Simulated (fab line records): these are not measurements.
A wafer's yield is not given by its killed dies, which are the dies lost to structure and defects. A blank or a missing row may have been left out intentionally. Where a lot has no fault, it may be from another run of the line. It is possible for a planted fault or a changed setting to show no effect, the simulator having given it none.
Which of the tools did it? ; flow n5_finfet ; 6 lots (17 wafers sampled), 1 step of a 1938-step route

## WHAT THE GAUGES READ, wafer by wafer
N5_BEOL_M10_INSPECT_13: inspects for defects (brightfield).
lot;measured;on;raw_defect_count
L668;day 11 01:20;defect_inspect-01;348 388 457
L672;day 11 19:13;defect_inspect-01;342 302 405
L680;day 13 18:15;defect_inspect-01;332 244 424
L685;day 14 07:55;defect_inspect-01;340 379 406
L687;day 14 20:28;defect_inspect-01;418 446
L689;day 16 02:43;defect_inspect-01;287 300 528

## WHICH TOOL RAN EACH LOT (tool, then ch and the chambers of the sampled wafers, then the start)
The record shows no process step preceding these readings.

## THE ANSWER, worked out from the rows above alone
Rule: the usual values come from the lots themselves. The widest of any qualifying gaps counts: lots, ordered by their means at a reading, are off when they make up no more than a third of the lots, leave a main group of 4 or more, and stand apart from it by 3 or more times the standard deviation of that group's means. The tables above print the reading to a certain number of digits; a main group whose means all agree to those digits is not used. A lot without any number at a reading at which 4 lots or more have one is off too. The other lots that the step has rows for count as sound.
None of the lots is off at any reading shown; this tells nothing.

## WHAT WAS PUT IN BY THE SIMULATOR
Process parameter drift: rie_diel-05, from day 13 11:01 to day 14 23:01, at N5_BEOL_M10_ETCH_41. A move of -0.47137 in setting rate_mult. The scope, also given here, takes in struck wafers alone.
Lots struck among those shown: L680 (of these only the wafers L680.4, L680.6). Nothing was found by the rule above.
